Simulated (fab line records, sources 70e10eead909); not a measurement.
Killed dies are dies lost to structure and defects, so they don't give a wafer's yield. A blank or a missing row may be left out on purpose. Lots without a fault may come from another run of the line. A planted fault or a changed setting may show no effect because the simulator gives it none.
Chamber matching | flow nand_harc | NHARC_P_BONDPAD_ETCH_37 on rie_diel-05: 4 sister chambers
The step etches the open film in N2/H2, target depth 60 nm, overetch 18 nm, time 65.91 s. 4 wafers are shown with their chamber, then 10 later ones without.

WAFERS WITH THEIR CHAMBER
wafer  | chamber | drypump_motor_current_A (A)
L090.4 | 1       | 5.7
L090.6 | 3       | 5.9
L091.3 | 0       | 6.1
L091.4 | 2       | 5.0

WAFERS WITHOUT THEIR CHAMBER
wafer  | drypump_motor_current_A (A)
L091.5 | 6.1
L092.3 | 5.7
L092.4 | 5.0
L092.5 | 6.1
L096.2 | 5.0
L096.4 | 5.9
L096.5 | 5.7
L097.1 | 5.1
L097.3 | 5.7
L097.5 | 5.1

WHICH CHAMBER EACH WENT THROUGH
wafer  | from the rows above | in truth
L091.5 | 0                   | 0
L092.3 | 1                   | 1
L092.4 | 2                   | 2
L092.5 | 0                   | 0
L096.2 | 2                   | 2
L096.4 | 3                   | 3
L096.5 | 1                   | 1
L097.1 | 2                   | 2
L097.3 | 1                   | 1
L097.5 | 2                   | 2
Placed correctly: 10 of 10. Can't be placed from these rows: 0. Placed wrongly: 0.
How it was worked out, from the rows above alone: a wafer's distance from a chamber is the root of the sum, over the readings, of the square of ((its reading less the chamber's mean) divided by the reading's scatter). The wafer belongs to the nearest chamber; if the next one is less than 2 further off, it can't be placed. A chamber's mean is the mean of its shown wafers. The scatter: with one shown wafer a chamber, the root of the mean of the squares of how far each hidden wafer lies from its nearest shown one.
